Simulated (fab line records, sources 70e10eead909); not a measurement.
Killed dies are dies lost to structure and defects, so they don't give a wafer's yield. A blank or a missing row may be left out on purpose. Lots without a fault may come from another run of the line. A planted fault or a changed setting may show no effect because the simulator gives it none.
Which tool did it? | flow nand_harc | 11 lots, 33 wafers sampled, at 5 steps of a route of 1302

WHAT THE GAUGES READ, wafer by wafer
NHARC_END_SORT_01.
lot  | measured     | on        | killed_at_array | killed_at_other | killed_at_periphery | killed_dies | killed_open | killed_short
L963 | day 24 15:33 | prober-01 | 63 58 61        | 2 0 0           | 2 1 0               | 67 59 61    | 3 1 1       | 5 1 3
L966 | day 25 07:30 | prober-01 | 43 48 44        | 1 5 7           | 6 3 3               | 50 56 54    | 6 3 3       | 1 0 2
L965 | day 25 15:17 | prober-01 | 50 50 41        | 5 0 1           | 2 4 2               | 57 54 44    | 6 4 2       | 3 2 0
L967 | day 25 11:40 | prober-02 | 79 88 68        | 3 5 2           | 1 7 6               | 83 100 76   | 2 2 1       | 3 3 2
L968 | day 27 04:47 | prober-01 | 67 70 96        | 0 0 1           | 4 3 5               | 71 73 102   | 1 3 7       | 2 5 2
L972 | day 29 03:49 | prober-02 | 65 55 62        | 2 0 4           | 14 13 12            | 81 68 78    | 6 2 4       | 4 3 2
L974 | day 29 05:26 | prober-01 | 57 63 57        | 2 0 4           | 6 2 1               | 65 65 62    | 4 2 3       | 2 2 5
L973 | day 29 13:13 | prober-01 | 18 25 23        | 2 0 2           | 5 4 5               | 25 29 30    | 0 1 5       | 3 1 3
L979 | day 30 20:04 | prober-02 | 62 69 61        | 5 3 1           | 0 1 0               | 67 73 62    | 3 2 1       | 1 1 3
L978 | day 31 07:17 | prober-01 | 676 669 676     | 0 0 0           | 1 8 1               | 677 677 677 | 2 7 3       | 2 2 1
L981 | day 31 12:51 | prober-02 | 674 676 673     | 0 1 0           | 3 0 4               | 677 677 677 | 2 3 4       | 4 5 3

WHICH TOOL RAN EACH LOT (tool, then ch and the chambers of the sampled wafers, then the start)
lot  | NHARC_A_STAIRCASE_ETCH_169         | NHARC_A_STAIRCASE_TRIM_18                     | NHARC_A_STAIRCASE_ETCH_19          | NHARC_A_STAIRCASE_ETCH_21
L963 | rie_diel-12 ch 0,1, day 15 16:46   | rie_diel-03 ch 0,1, day 15 19:26 or earlier   | rie_diel-03 ch 0,1, day 15 19:26   | rie_diel-03 ch 0,3, day 24 15:33 or earlier
L966 | rie_diel-13 ch 0,1,3, day 16 16:38 | rie_diel-12 ch 0,1,2, day 16 19:19 or earlier | rie_diel-12 ch 1,2, day 16 19:19   | rie_diel-13 ch 0,2, day 25 07:30 or earlier
L965 | rie_diel-13 ch 0,2,3, day 16 20:13 | rie_diel-03 ch 0,1,3, day 16 23:01 or earlier | rie_diel-03 ch 1,2,3, day 16 23:01 | rie_diel-03 ch 0,2, day 25 15:17 or earlier
L967 | rie_diel-12 ch 0,1,2, day 17 02:27 | rie_diel-12 ch 0,1,2, day 17 05:04 or earlier | rie_diel-12 ch 0,3, day 17 05:04   | rie_diel-12 ch 1,2,3, day 25 11:40 or earlier
L968 | rie_diel-03 ch 0,1, day 18 03:58   | rie_diel-03 ch 0,1,3, day 18 07:32 or earlier | rie_diel-03 ch 0,1, day 18 07:32   | rie_diel-03 ch 0,1,3, day 27 04:47 or earlier
L972 | rie_diel-03 ch 0,2, day 19 21:40   | rie_diel-12 ch 0,1,3, day 20 00:26 or earlier | rie_diel-12 ch 0,2, day 20 00:26   | rie_diel-12 ch 1,2, day 29 03:49 or earlier
L974 | rie_diel-13 ch 1,2, day 20 00:58   | rie_diel-13 ch 2,3, day 20 06:59 or earlier   | rie_diel-13 ch 0,2,3, day 20 06:59 | rie_diel-13 ch 2,3, day 29 05:26 or earlier
L973 | rie_diel-12 ch 1,2, day 20 01:07   | rie_diel-12 ch 1,3, day 20 10:12 or earlier   | rie_diel-12 ch 1,3, day 20 10:12   | rie_diel-13 ch 0,2,3, day 29 13:13 or earlier
L979 | rie_diel-03 ch 0,2,3, day 22 06:32 | rie_diel-03 ch 0,1,2, day 22 09:29 or earlier | rie_diel-03 ch 0,1, day 22 09:29   | rie_diel-12 ch 0,1,2, day 30 20:04 or earlier
L978 | rie_diel-13 ch 2,3, day 22 14:16   | rie_diel-03 ch 0,2,3, day 22 17:55 or earlier | rie_diel-03 ch 0,2,3, day 22 17:55 | rie_diel-03 ch 0,2,3, day 31 07:17 or earlier
L981 | rie_diel-12 ch 0,3, day 22 19:37   | rie_diel-03 ch 0,3, day 23 00:01 or earlier   | rie_diel-03 ch 0,2, day 23 00:01   | rie_diel-12 ch 0,1,2, day 31 12:51 or earlier
- NHARC_A_STAIRCASE_ETCH_169: etches the open film in CH3F/O2, target depth 50 nm, time 107.1 s.
- NHARC_A_STAIRCASE_TRIM_18: chemistry O2, time 211.2 s.
- NHARC_A_STAIRCASE_ETCH_19: etches the open film in C4F8/O2, target depth 100 nm, time 40.5 s.
- NHARC_A_STAIRCASE_ETCH_21: etches the open film in C4F8/O2, target depth 100 nm, time 40.5 s.

WHAT THE TOOLS THEMSELVES READ (means of the sampled wafers that have a number; where no wafer has one, the mark that the record gives instead)
NHARC_A_STAIRCASE_ETCH_169.
lot  | tool        | bias_w (W) | ch3f_flow_sccm (sccm) | drypump_motor_current_A (A) | oes_product_au (a.u.) | rf_vpp_V (V) | showerhead_plenum_p_Torr (Torr) | throttle_valve_pct (%)
L963 | rie_diel-12 | 100.25     | 50.10                 | 6.2                         | 0.953                 | 242.3        | 2.32                            | 20.657
L966 | rie_diel-13 | 100.06     | 50.04                 | 6.3                         | 0.929                 | 243.2        | 2.37                            | 20.661
L965 | rie_diel-13 | 100.26     | 49.90                 | 6.2                         | 0.927                 | 244.0        | 2.44                            | 20.665
L967 | rie_diel-12 | 100.02     | 49.87                 | 6.2                         | 0.973                 | 243.2        | 2.36                            | 20.659
L968 | rie_diel-03 | 100.28     | 49.95                 | 5.5                         | 0.978                 | 246.2        | 2.59                            | 20.666
L972 | rie_diel-03 | 100.13     | 50.11                 | 5.3                         | 0.935                 | 244.6        | 2.42                            | 20.671
L974 | rie_diel-13 | 100.26     | 49.97                 | 6.1                         | 0.943                 | 242.8        | 2.40                            | 20.665
L973 | rie_diel-12 | 99.74      | 49.91                 | 6.2                         | 0.947                 | 246.4        | 2.58                            | 20.662
L979 | rie_diel-03 | 99.93      | 49.95                 | 5.7                         | 0.974                 | 243.7        | 2.43                            | 20.666
L978 | rie_diel-13 | 99.97      | 49.93                 | 6.2                         | 0.945                 | 242.6        | 2.42                            | 20.657
L981 | rie_diel-12 | 99.97      | 49.84                 | 6.1                         | 0.975                 | 244.5        | 2.45                            | 20.660

NHARC_A_STAIRCASE_TRIM_18.
lot  | tool        | drypump_motor_current_A (A) | oes_product_au (a.u.) | rf_vpp_V (V) | showerhead_plenum_p_Torr (Torr) | throttle_valve_pct (%)
L963 | rie_diel-03 | 5.7                         | 1.002                 | 57.9         | 3.63                            | 17.037
L966 | rie_diel-12 | 6.2                         | 1.006                 | 57.9         | 3.40                            | 17.038
L965 | rie_diel-03 | 5.8                         | 1.000                 | 58.2         | 3.61                            | 17.035
L967 | rie_diel-12 | 6.2                         | 1.003                 | 56.9         | 3.39                            | 17.030
L968 | rie_diel-03 | 5.8                         | 0.992                 | 58.1         | 3.61                            | 17.041
L972 | rie_diel-12 | 6.1                         | 1.002                 | 57.9         | 3.66                            | 17.022
L974 | rie_diel-13 | 6.2                         | 0.992                 | 57.9         | 3.48                            | 17.035
L973 | rie_diel-12 | 6.2                         | 0.994                 | 58.9         | 3.79                            | 17.039
L979 | rie_diel-03 | 5.4                         | 0.997                 | 57.5         | 3.57                            | 17.030
L978 | rie_diel-03 | 5.7                         | 0.998                 | 57.5         | 3.48                            | 17.046
L981 | rie_diel-03 | 6.0                         | 1.003                 | 58.1         | 3.50                            | 17.037

NHARC_A_STAIRCASE_ETCH_19.
lot  | tool        | bias_w (W) | chamber_pressure_mTorr (mTorr) | oes_product_au (a.u.) | rf_vpp_V (V)
L963 | rie_diel-03 | 996        | 24.995                         | 0.943                 | 903
L966 | rie_diel-12 | 999        | 25.002                         | 0.942                 | 889
L965 | rie_diel-03 | 999        | 25.004                         | 0.952                 | 898
L967 | rie_diel-12 | 1001       | 24.973                         | 0.939                 | 897
L968 | rie_diel-03 | 998        | 25.004                         | 0.933                 | 899
L972 | rie_diel-12 | 998        | 24.980                         | 0.946                 | 894
L974 | rie_diel-13 | 1004       | 25.006                         | 0.933                 | 894
L973 | rie_diel-12 | 1001       | 25.004                         | 0.930                 | 905
L979 | rie_diel-03 | 1003       | 25.019                         | 0.940                 | 898
L978 | rie_diel-03 | -          | -                              | -                     | -
L981 | rie_diel-03 | -          | -                              | -                     | -

NHARC_A_STAIRCASE_ETCH_21.
lot  | tool        | bias_w (W) | chamber_pressure_mTorr (mTorr) | oes_product_au (a.u.) | rf_vpp_V (V)
L963 | rie_diel-03 | 999.7      | 24.961                         | 0.947                 | 896
L966 | rie_diel-13 | 998.8      | 25.001                         | 0.938                 | 896
L965 | rie_diel-03 | 998.2      | 25.021                         | 0.943                 | 896
L967 | rie_diel-12 | 1002.3     | 25.024                         | 0.947                 | 896
L968 | rie_diel-03 | 996.4      | 25.004                         | 0.942                 | 898
L972 | rie_diel-12 | 997.7      | 25.011                         | 0.944                 | 898
L974 | rie_diel-13 | 1002.7     | 25.015                         | 0.938                 | 895
L973 | rie_diel-13 | 996.9      | 25.012                         | 0.944                 | 894
L979 | rie_diel-12 | 1000.5     | 25.033                         | 0.975                 | 897
L978 | rie_diel-03 | 1002.0     | 24.998                         | 0.926                 | 895
L981 | rie_diel-12 | 1001.5     | 25.001                         | 0.973                 | 895

THE ANSWER, worked out from the rows above alone
Rule: what is usual is taken from the lots themselves. Put in order of their means at a reading, lots are off if they are a third of the lots or fewer, leave a main group of 4 or more, and stand apart from it by a gap of 3 or more times the standard deviation of the main group's means; of several such gaps the widest counts. A main group whose means are all the same, to the digits that the tables above print for the reading, isn't used. A lot without any number at a reading at which 4 lots or more have one is off too. The other lots that the step has rows for count as sound. The gauges are gone through in route order, then the tools' own readings, and for those a lot's mean is taken as printed above. The first step at which some lot is off is used, and at that step the reading that is off furthest; a lot without a number counts as furthest.
Off: L978, L981, at NHARC_END_SORT_01 (killed_at_array). The main group: mean 57, standard deviation 16.
A tool fits if, at a process step before that reading, it ran every lot that is off, and no sound lot after the first of them. The gauges at NHARC_END_SORT_01 aren't tried: what is off there is off at NHARC_A_STAIRCASE_ETCH_19 too, on other tools, and a gauge's error can't cause that. NHARC_A_STAIRCASE_TRIM_18 gives no start for some lots, so the hours and the order of its lots are those of NHARC_A_STAIRCASE_ETCH_19. NHARC_A_STAIRCASE_ETCH_21 gives no start for some lots, so the hours and the order of its lots are those of NHARC_END_SORT_01. One fits: rie_diel-03 at NHARC_A_STAIRCASE_TRIM_18 and NHARC_A_STAIRCASE_ETCH_19. At NHARC_A_STAIRCASE_TRIM_18 its last sound lot is L979 (day 22 09:29), its first lot that is off L978 (day 22 17:55): a fault that began between those two fits.

WHAT THE SIMULATOR HAD PUT IN
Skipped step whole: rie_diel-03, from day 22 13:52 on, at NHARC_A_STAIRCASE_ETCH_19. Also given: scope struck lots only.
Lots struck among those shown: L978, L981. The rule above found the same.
